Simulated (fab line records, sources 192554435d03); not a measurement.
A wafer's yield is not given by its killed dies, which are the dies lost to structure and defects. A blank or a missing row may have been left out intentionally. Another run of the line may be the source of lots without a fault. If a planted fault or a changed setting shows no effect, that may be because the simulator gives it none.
fab line records :: flow n5Finfet :: part 2 of 2: steps 20 to 25 of 25
[record]
  lots = 5
  wafers = 15
  lastDay = 15
route steps=1938 shown BEOL_M1@776
lots with no fault: from the same line, run without faults
startH: the number of hours between the record's first day and the start of the first shown wafer of the lot :: waitH: hours since the lot's step before :: " repeats the value in the row above :: L1.1+2: one row covering several wafers at once :: - either no value or no given start :: * or withheld: withheld :: < > ~ a bound
route shown NAME@n: NAME is a module with steps in the file, n the number in the route of the first one :: usual: mean/standard deviation of fault-free wafers :: same: alike in all rows :: chamber/n: place in a boat :: sites: each site's reading :: _std_site: how widely they spread, as a standard deviation :: _edge_site: the outer-site mean with the inner-site mean subtracted :: radiusMm: for every site, how far away it sits from the centre of the wafer :: mask NAME#n: copy n :: behind: the most recent tool/chamber to have shaped the wafer :: hold: reason for holding the lot/hours on hold/outcome of the hold :: device: which transistor (n, p or np) failed to switch :: end of line: the same wafers' tests at the end of the route :: for a step that has no rows: nothing shown but its recipe :: killed: dies that structure and defects cost at the first sort, which is not the same as the wafer's yield :: map: shows each die of a wafer: x if killed, . if not, _ if none is there
set.NAME: the setting the step ran with; set.NAME@STEP: the setting that earlier step ran with :: model.NAME: the simulator's own value behind a step, which no gauge read
lots at selected steps of the route; one table per step, one row per wafer
services: from which hour (startH, from the record's first day; less than 0 if before it) a tool's chamber was out of use, for how many hours, and why
[[steps]]
[step N5_BEOL_M1_STRIP_71]
[recipe]
  chemistry = N2/H2
  tempC = 40
  n2FlowSccm = 200
  h2FlowSccm = 200
  rfFrequencyHz = 6e+07
lot.wafer: L074.2+5+6
tool: rieDiel-05
chamber: 1,0,1
startH: 129.45
waitH: 0.0

lot.wafer: L078.4+5+6
tool: rieDiel-03
chamber: 3,0,1
startH: 151.05
waitH: 0.0

lot.wafer: L082.2+5+6
tool: rieDiel-02
chamber: 1,2,0
startH: 184.76
waitH: 0.0

lot.wafer: L083.1+2+4
tool: rieDiel-02
chamber: 2,0,1
startH: 193.83
waitH: 0.0

lot.wafer: L087.1+3+5
tool: rieDiel-02
chamber: 3,1,0
startH: 216.11
waitH: 0.0
[step N5_BEOL_M1_STRIP_78]
[recipe]
  chemistry = N2/H2
  tempC = 40
  n2FlowSccm = 200
  h2FlowSccm = 200
  rfFrequencyHz = 6e+07
lot.wafer: L074.2+5+6
tool: rieDiel-05
chamber: 1,0,1
startH: 129.46
waitH: 0.0

lot.wafer: L078.4+5+6
tool: rieDiel-03
chamber: 3,0,1
startH: 151.06
waitH: 0.0

lot.wafer: L082.2+5+6
tool: rieDiel-02
chamber: 1,2,0
startH: 184.77
waitH: 0.0

lot.wafer: L083.1+2+4
tool: rieDiel-02
chamber: 2,0,1
startH: 193.84
waitH: 0.0

lot.wafer: L087.1+3+5
tool: rieDiel-02
chamber: 3,1,0
startH: 216.12
waitH: 0.0
[step N5_BEOL_M1_VIA_ETCH_34]
[recipe]
  chemistry = C4F6/O2
  targetDepthA = 678
  maskMaterial = SOC
  pressureMtorr = 15
  ionEnergyEv = 250
  taperDeg = 4
  timeS = 64.4
  sourceW = 350
  biasW = 170
  Ar_flow_sccm = 300
  C4F6_flow_sccm = 10
  O2_flow_sccm = 10
[usual]
  chamberPressureMTorr = 15.001/0.013
  drypumpMotorCurrentA = 5.8/0.55
  oes_o_777_au = 0.76/0.081
  oesProductAu = 0.77/0.093
  rfVppV = 672/8.4
  showerheadPlenumPTorr = 2.88/0.074
  throttleValvePct = 30.8/0.35
lot.wafer: L074.2
tool: rieDiel-05
chamber: 1
startH: 129.47
waitH: 0.0
chamberPressureMTorr: 14.991
drypumpMotorCurrentA: 5.3
oes_o_777_au: 0.66
oesProductAu: 0.70
rfHoursCounterH: 230
rfVppV: 694
showerheadPlenumPTorr: 2.93
throttleValvePct: 30.7

lot.wafer: L074.5
tool: rieDiel-05
chamber: 0
startH: 129.47
waitH: 0.0
chamberPressureMTorr: 15.024
drypumpMotorCurrentA: 6.6
oes_o_777_au: 0.75
oesProductAu: 0.77
rfHoursCounterH: -
rfVppV: 680
showerheadPlenumPTorr: 2.78
throttleValvePct: 30.7

lot.wafer: L074.6
tool: rieDiel-05
chamber: 1
startH: 129.47
waitH: 0.0
chamberPressureMTorr: 15.002
drypumpMotorCurrentA: 5.3
oes_o_777_au: 0.66
oesProductAu: 0.71
rfHoursCounterH: -
rfVppV: 692
showerheadPlenumPTorr: 2.93
throttleValvePct: 30.7

lot.wafer: L078.4
tool: rieDiel-03
chamber: 3
startH: 151.09
waitH: 0.0
chamberPressureMTorr: 14.981
drypumpMotorCurrentA: 4.8
oes_o_777_au: 0.74
oesProductAu: 0.74
rfHoursCounterH: -
rfVppV: 684
showerheadPlenumPTorr: 3.00
throttleValvePct: 31.3

lot.wafer: L078.5
tool: rieDiel-03
chamber: 0
startH: 151.09
waitH: 0.0
chamberPressureMTorr: 15.006
drypumpMotorCurrentA: 5.9
oes_o_777_au: 0.98
oesProductAu: 1.03
rfHoursCounterH: -
rfVppV: 665
showerheadPlenumPTorr: 2.80
throttleValvePct: 30.7

lot.wafer: L078.6
tool: rieDiel-03
chamber: 1
startH: 151.09
waitH: 0.0
chamberPressureMTorr: 14.992
drypumpMotorCurrentA: 5.3
oes_o_777_au: 0.80
oesProductAu: 0.76
rfHoursCounterH: -
rfVppV: 670
showerheadPlenumPTorr: 2.84
throttleValvePct: 31.4

lot.wafer: L082.2
tool: rieDiel-02
chamber: 1
startH: 184.78
waitH: 0.0
chamberPressureMTorr: 15.000
drypumpMotorCurrentA: 6.3
oes_o_777_au: 0.83
oesProductAu: 0.82
rfHoursCounterH: 64
rfVppV: 674
showerheadPlenumPTorr: 2.88
throttleValvePct: 30.3

lot.wafer: L082.5
tool: rieDiel-02
chamber: 2
startH: 184.78
waitH: 0.0
chamberPressureMTorr: 14.996
drypumpMotorCurrentA: 5.9
oes_o_777_au: 0.69
oesProductAu: 0.70
rfHoursCounterH: -
rfVppV: 655
showerheadPlenumPTorr: 2.73
throttleValvePct: 30.9

lot.wafer: L082.6
tool: rieDiel-02
chamber: 0
startH: 184.78
waitH: 0.0
chamberPressureMTorr: 15.021
drypumpMotorCurrentA: 5.2
oes_o_777_au: 0.69
oesProductAu: 0.70
rfHoursCounterH: -
rfVppV: 673
showerheadPlenumPTorr: 2.92
throttleValvePct: 30.5

lot.wafer: L083.1
tool: rieDiel-02
chamber: 2
startH: 193.85
waitH: 0.0
chamberPressureMTorr: 14.993
drypumpMotorCurrentA: 5.9
oes_o_777_au: 0.68
oesProductAu: 0.69
rfHoursCounterH: 243
rfVppV: 657
showerheadPlenumPTorr: 2.73
throttleValvePct: 30.9

lot.wafer: L083.2
tool: rieDiel-02
chamber: 0
startH: 193.85
waitH: 0.0
chamberPressureMTorr: 14.987
drypumpMotorCurrentA: 5.2
oes_o_777_au: 0.68
oesProductAu: 0.69
rfHoursCounterH: 232
rfVppV: 673
showerheadPlenumPTorr: 2.92
throttleValvePct: 30.5

lot.wafer: L083.4
tool: rieDiel-02
chamber: 1
startH: 193.85
waitH: 0.0
chamberPressureMTorr: 14.999
drypumpMotorCurrentA: 6.3
oes_o_777_au: 0.83
oesProductAu: 0.81
rfHoursCounterH: -
rfVppV: 674
showerheadPlenumPTorr: 2.88
throttleValvePct: 30.3

lot.wafer: L087.1
tool: rieDiel-02
chamber: 3
startH: 216.13
waitH: 0.0
chamberPressureMTorr: 14.996
drypumpMotorCurrentA: 6.3
oes_o_777_au: 0.70
oesProductAu: 0.68
rfHoursCounterH: 236
rfVppV: 669
showerheadPlenumPTorr: 2.92
throttleValvePct: 30.7

lot.wafer: L087.3
tool: rieDiel-02
chamber: 1
startH: 216.13
waitH: 0.0
chamberPressureMTorr: 15.006
drypumpMotorCurrentA: 6.3
oes_o_777_au: 0.82
oesProductAu: 0.80
rfHoursCounterH: 76
rfVppV: 673
showerheadPlenumPTorr: 2.88
throttleValvePct: 30.3

lot.wafer: L087.5
tool: rieDiel-02
chamber: 0
startH: 216.13
waitH: 0.0
chamberPressureMTorr: 14.974
drypumpMotorCurrentA: 5.2
oes_o_777_au: 0.67
oesProductAu: 0.69
rfHoursCounterH: -
rfVppV: 673
showerheadPlenumPTorr: 2.91
throttleValvePct: 30.5
[step N5_BEOL_M1_STRIP_83]
[recipe]
  chemistry = C4F6/O2
  resist = SiARC
  rfFrequencyHz = 6e+07
lot.wafer: L074.2+5+6
tool: rieDiel-05
chamber: 1,0,1
startH: 129.52
waitH: 0.0

lot.wafer: L078.4+5+6
tool: rieDiel-03
chamber: 3,0,1
startH: 151.12
waitH: 0.0

lot.wafer: L082.2+5+6
tool: rieDiel-02
chamber: 1,2,0
startH: 184.83
waitH: 0.0

lot.wafer: L083.1+2+4
tool: rieDiel-02
chamber: 2,0,1
startH: 193.90
waitH: 0.0

lot.wafer: L087.1+3+5
tool: rieDiel-02
chamber: 3,1,0
startH: 216.18
waitH: 0.0
[step N5_BEOL_M1_STRIP_36]
[recipe]
  chemistry = N2/H2
  powerW = 450
  tempC = 40
  pressureMtorr = 20
  rfFrequencyHz = 6e+07
  overashFraction = 0.3
  biasPowerW = 7
  h2Frac = 0.5
  n2FlowSccm = 200
  h2FlowSccm = 200
[usual]
  chamberPressureMTorr = 20.00/0.031
  drypumpMotorCurrentA = 5.8/0.55
  oesProductAu = 0.77/0.097
  rfVppV = 59.2/1.6
  showerheadPlenumPTorr = 2.57/0.074
  throttleValvePct = 23.59/0.24
lot.wafer: L074.2
tool: rieDiel-05
chamber: 1
startH: 129.53
waitH: 0.0
chamberPressureMTorr: 20.04
drypumpMotorCurrentA: 5.3
oesProductAu: 0.71
rfHoursCounterH: 230
rfVppV: 59.0
showerheadPlenumPTorr: 2.60
throttleValvePct: 23.47

lot.wafer: L074.5
tool: rieDiel-05
chamber: 0
startH: 129.53
waitH: 0.0
chamberPressureMTorr: 19.96
drypumpMotorCurrentA: 6.6
oesProductAu: 0.77
rfHoursCounterH: -
rfVppV: 58.9
showerheadPlenumPTorr: 2.45
throttleValvePct: 23.42

lot.wafer: L074.6
tool: rieDiel-05
chamber: 1
startH: 129.53
waitH: 0.0
chamberPressureMTorr: 20.00
drypumpMotorCurrentA: 5.3
oesProductAu: 0.71
rfHoursCounterH: -
rfVppV: 58.2
showerheadPlenumPTorr: 2.60
throttleValvePct: 23.47

lot.wafer: L078.4
tool: rieDiel-03
chamber: 3
startH: 151.15
waitH: 0.0
chamberPressureMTorr: 20.00
drypumpMotorCurrentA: 4.9
oesProductAu: 0.73
rfHoursCounterH: -
rfVppV: 61.6
showerheadPlenumPTorr: 2.64
throttleValvePct: 23.77

lot.wafer: L078.5
tool: rieDiel-03
chamber: 0
startH: 151.15
waitH: 0.0
chamberPressureMTorr: 20.05
drypumpMotorCurrentA: 5.9
oesProductAu: 1.03
rfHoursCounterH: -
rfVppV: 57.9
showerheadPlenumPTorr: 2.50
throttleValvePct: 23.54

lot.wafer: L078.6
tool: rieDiel-03
chamber: 1
startH: 151.15
waitH: 0.0
chamberPressureMTorr: 20.03
drypumpMotorCurrentA: 5.3
oesProductAu: 0.75
rfHoursCounterH: -
rfVppV: 61.4
showerheadPlenumPTorr: 2.51
throttleValvePct: 23.85

lot.wafer: L082.2
tool: rieDiel-02
chamber: 1
startH: 184.84
waitH: 0.0
chamberPressureMTorr: 20.06
drypumpMotorCurrentA: 6.3
oesProductAu: 0.83
rfHoursCounterH: 64
rfVppV: 58.3
showerheadPlenumPTorr: 2.60
throttleValvePct: 23.49

lot.wafer: L082.5
tool: rieDiel-02
chamber: 2
startH: 184.84
waitH: 0.0
chamberPressureMTorr: 19.96
drypumpMotorCurrentA: 5.9
oesProductAu: 0.69
rfHoursCounterH: -
rfVppV: 57.2
showerheadPlenumPTorr: 2.38
throttleValvePct: 23.35

lot.wafer: L082.6
tool: rieDiel-02
chamber: 0
startH: 184.84
waitH: 0.0
chamberPressureMTorr: 19.93
drypumpMotorCurrentA: 5.2
oesProductAu: 0.70
rfHoursCounterH: -
rfVppV: 62.6
showerheadPlenumPTorr: 2.59
throttleValvePct: 23.14

lot.wafer: L083.1
tool: rieDiel-02
chamber: 2
startH: 193.91
waitH: 0.0
chamberPressureMTorr: 20.03
drypumpMotorCurrentA: 5.9
oesProductAu: 0.71
rfHoursCounterH: 243
rfVppV: 57.0
showerheadPlenumPTorr: 2.38
throttleValvePct: 23.36

lot.wafer: L083.2
tool: rieDiel-02
chamber: 0
startH: 193.91
waitH: 0.0
chamberPressureMTorr: 20.01
drypumpMotorCurrentA: 5.2
oesProductAu: 0.71
rfHoursCounterH: 232
rfVppV: 57.7
showerheadPlenumPTorr: 2.59
throttleValvePct: 23.15

lot.wafer: L083.4
tool: rieDiel-02
chamber: 1
startH: 193.91
waitH: 0.0
chamberPressureMTorr: 19.98
drypumpMotorCurrentA: 6.3
oesProductAu: 0.81
rfHoursCounterH: -
rfVppV: 60.6
showerheadPlenumPTorr: 2.60
throttleValvePct: 23.50

lot.wafer: L087.1
tool: rieDiel-02
chamber: 3
startH: 216.19
waitH: 0.0
chamberPressureMTorr: 20.00
drypumpMotorCurrentA: 6.2
oesProductAu: 0.67
rfHoursCounterH: 236
rfVppV: 58.6
showerheadPlenumPTorr: 2.64
throttleValvePct: 23.79

lot.wafer: L087.3
tool: rieDiel-02
chamber: 1
startH: 216.19
waitH: 0.0
chamberPressureMTorr: 19.99
drypumpMotorCurrentA: 6.3
oesProductAu: 0.82
rfHoursCounterH: 76
rfVppV: 58.0
showerheadPlenumPTorr: 2.60
throttleValvePct: 23.49

lot.wafer: L087.5
tool: rieDiel-02
chamber: 0
startH: 216.19
waitH: 0.0
chamberPressureMTorr: 20.03
drypumpMotorCurrentA: 5.2
oesProductAu: 0.69
rfHoursCounterH: -
rfVppV: 58.6
showerheadPlenumPTorr: 2.59
throttleValvePct: 23.14
[step N5_BEOL_M1_TRENCH_ETCH_37]
[recipe]
  chemistry = C4F6/O2
  targetDepthA = 552.07
  target = SiOC
  timeS = 29
  ionEnergyEv = 250
  pressureMtorr = 30
  sourceW = 355
  biasW = 185
  Ar_flow_sccm = 300
  C4F6_flow_sccm = 10
  O2_flow_sccm = 10
[usual]
  chamberPressureMTorr = 30.002/0.024
  drypumpMotorCurrentA = 5.8/0.55
  oes_o_777_au = 0.77/0.081
  oesProductAu = 0.77/0.094
  rfVppV = 672/8.3
  showerheadPlenumPTorr = 2.89/0.074
  throttleValvePct = 20.90/0.25
lot.wafer: L074.2
tool: rieDiel-05
chamber: 1
startH: -
waitH: -
chamberPressureMTorr: 29.985
drypumpMotorCurrentA: 5.3
oes_o_777_au: 0.66
oesProductAu: 0.70
rfHoursCounterH: 230
rfVppV: 692
showerheadPlenumPTorr: 2.93
throttleValvePct: 21.00

lot.wafer: L074.5
tool: rieDiel-05
chamber: 0
startH: -
waitH: -
chamberPressureMTorr: 29.974
drypumpMotorCurrentA: 6.6
oes_o_777_au: 0.75
oesProductAu: 0.77
rfHoursCounterH: -
rfVppV: 680
showerheadPlenumPTorr: 2.79
throttleValvePct: 20.72

lot.wafer: L074.6
tool: rieDiel-05
chamber: 1
startH: -
waitH: -
chamberPressureMTorr: 30.033
drypumpMotorCurrentA: 5.3
oes_o_777_au: 0.66
oesProductAu: 0.71
rfHoursCounterH: -
rfVppV: 693
showerheadPlenumPTorr: 2.93
throttleValvePct: 21.01

lot.wafer: L078.4
tool: rieDiel-03
chamber: 3
startH: -
waitH: -
chamberPressureMTorr: 30.016
drypumpMotorCurrentA: 4.8
oes_o_777_au: 0.74
oesProductAu: 0.74
rfHoursCounterH: -
rfVppV: 683
showerheadPlenumPTorr: 3.01
throttleValvePct: 21.16

lot.wafer: L078.5
tool: rieDiel-03
chamber: 0
startH: -
waitH: -
chamberPressureMTorr: 30.021
drypumpMotorCurrentA: 5.9
oes_o_777_au: 0.98
oesProductAu: 1.03
rfHoursCounterH: -
rfVppV: 665
showerheadPlenumPTorr: 2.81
throttleValvePct: 20.95

lot.wafer: L078.6
tool: rieDiel-03
chamber: 1
startH: -
waitH: -
chamberPressureMTorr: 29.999
drypumpMotorCurrentA: 5.3
oes_o_777_au: 0.80
oesProductAu: 0.77
rfHoursCounterH: -
rfVppV: 670
showerheadPlenumPTorr: 2.84
throttleValvePct: 21.25

lot.wafer: L082.2
tool: rieDiel-02
chamber: 1
startH: -
waitH: -
chamberPressureMTorr: 30.001
drypumpMotorCurrentA: 6.3
oes_o_777_au: 0.84
oesProductAu: 0.82
rfHoursCounterH: 64
rfVppV: 675
showerheadPlenumPTorr: 2.89
throttleValvePct: 20.46

lot.wafer: L082.5
tool: rieDiel-02
chamber: 2
startH: -
waitH: -
chamberPressureMTorr: 29.988
drypumpMotorCurrentA: 5.9
oes_o_777_au: 0.70
oesProductAu: 0.70
rfHoursCounterH: -
rfVppV: 657
showerheadPlenumPTorr: 2.73
throttleValvePct: 20.96

lot.wafer: L082.6
tool: rieDiel-02
chamber: 0
startH: -
waitH: -
chamberPressureMTorr: 30.007
drypumpMotorCurrentA: 5.2
oes_o_777_au: 0.68
oesProductAu: 0.70
rfHoursCounterH: -
rfVppV: 673
showerheadPlenumPTorr: 2.92
throttleValvePct: 20.85

lot.wafer: L083.1
tool: rieDiel-02
chamber: 2
startH: -
waitH: -
chamberPressureMTorr: 30.035
drypumpMotorCurrentA: 5.9
oes_o_777_au: 0.70
oesProductAu: 0.69
rfHoursCounterH: 243
rfVppV: 656
showerheadPlenumPTorr: 2.73
throttleValvePct: 20.96

lot.wafer: L083.2
tool: rieDiel-02
chamber: 0
startH: -
waitH: -
chamberPressureMTorr: 29.993
drypumpMotorCurrentA: 5.2
oes_o_777_au: 0.69
oesProductAu: 0.69
rfHoursCounterH: 232
rfVppV: 672
showerheadPlenumPTorr: 2.92
throttleValvePct: 20.85

lot.wafer: L083.4
tool: rieDiel-02
chamber: 1
startH: -
waitH: -
chamberPressureMTorr: 29.962
drypumpMotorCurrentA: 6.3
oes_o_777_au: 0.83
oesProductAu: 0.81
rfHoursCounterH: -
rfVppV: 673
showerheadPlenumPTorr: 2.88
throttleValvePct: 20.47

lot.wafer: L087.1
tool: rieDiel-02
chamber: 3
startH: -
waitH: -
chamberPressureMTorr: 30.040
drypumpMotorCurrentA: 6.3
oes_o_777_au: 0.70
oesProductAu: 0.67
rfHoursCounterH: 236
rfVppV: 670
showerheadPlenumPTorr: 2.92
throttleValvePct: 20.82

lot.wafer: L087.3
tool: rieDiel-02
chamber: 1
startH: -
waitH: -
chamberPressureMTorr: 30.000
drypumpMotorCurrentA: 6.3
oes_o_777_au: 0.82
oesProductAu: 0.80
rfHoursCounterH: 76
rfVppV: 675
showerheadPlenumPTorr: 2.88
throttleValvePct: 20.46

lot.wafer: L087.5
tool: rieDiel-02
chamber: 0
startH: -
waitH: -
chamberPressureMTorr: 29.989
drypumpMotorCurrentA: 5.2
oes_o_777_au: 0.68
oesProductAu: 0.69
rfHoursCounterH: -
rfVppV: 673
showerheadPlenumPTorr: 2.92
throttleValvePct: 20.89
[[services]]
tool: euvScanner-02
chamber: -
startH: 105.93
hours: 0.6
kind: repair

tool: rieDiel-05
chamber: 3
startH: 120.53
hours: 12.2
kind: repair

tool: euvScanner-01
chamber: -
startH: 124.19
hours: 1.0
kind: pm

tool: rieDiel-05
chamber: 0
startH: 130.14
hours: 5.3
kind: repair

tool: rieDiel-03
chamber: 0
startH: 130.43
hours: -
kind: clean

tool: rieDiel-03
chamber: 0
startH: 130.43
hours: -
kind: consumableReplace:focusRing

tool: rieDiel-03
chamber: 0
startH: 130.43
hours: 18.5
kind: scheduledDown

tool: rieDiel-03
chamber: 0
startH: 130.43
hours: 18.5
kind: ventCycle

tool: euvScanner-02
chamber: -
startH: 131.32
hours: 5.8
kind: pm

tool: lithoTrack-01
chamber: -
startH: 143.14
hours: -
kind: consumableReplace:filter

tool: euvScanner-02
chamber: -
startH: 143.58
hours: 1.0
kind: pm

tool: euvScanner-02
chamber: -
startH: 145.54
hours: 2.4
kind: repair

tool: rieDiel-02
chamber: -
startH: 145.77
hours: 0.3
kind: repair

tool: rieDiel-03
chamber: 2
startH: 149.60
hours: -
kind: clean

tool: rieDiel-03
chamber: 2
startH: 149.60
hours: -
kind: consumableReplace:focusRing

tool: aldSin-04
chamber: 0
startH: 151.87
hours: 11.8
kind: repair

tool: euvScanner-01
chamber: -
startH: 153.59
hours: 6.2
kind: repair

tool: euvScanner-01
chamber: -
startH: 180.34
hours: 1.0
kind: pm

tool: euvScanner-02
chamber: -
startH: 199.73
hours: 1.0
kind: pm

tool: rieDiel-02
chamber: 2
startH: 214.60
hours: -
kind: clean

tool: rieDiel-02
chamber: 2
startH: 214.60
hours: -
kind: consumableReplace:focusRing

tool: rieDiel-02
chamber: 2
startH: 214.60
hours: -
kind: consumableReplace:showerhead

tool: rieDiel-02
chamber: 2
startH: 214.60
hours: 22.7
kind: scheduledDown

tool: rieDiel-02
chamber: 2
startH: 214.60
hours: 22.7
kind: ventCycle
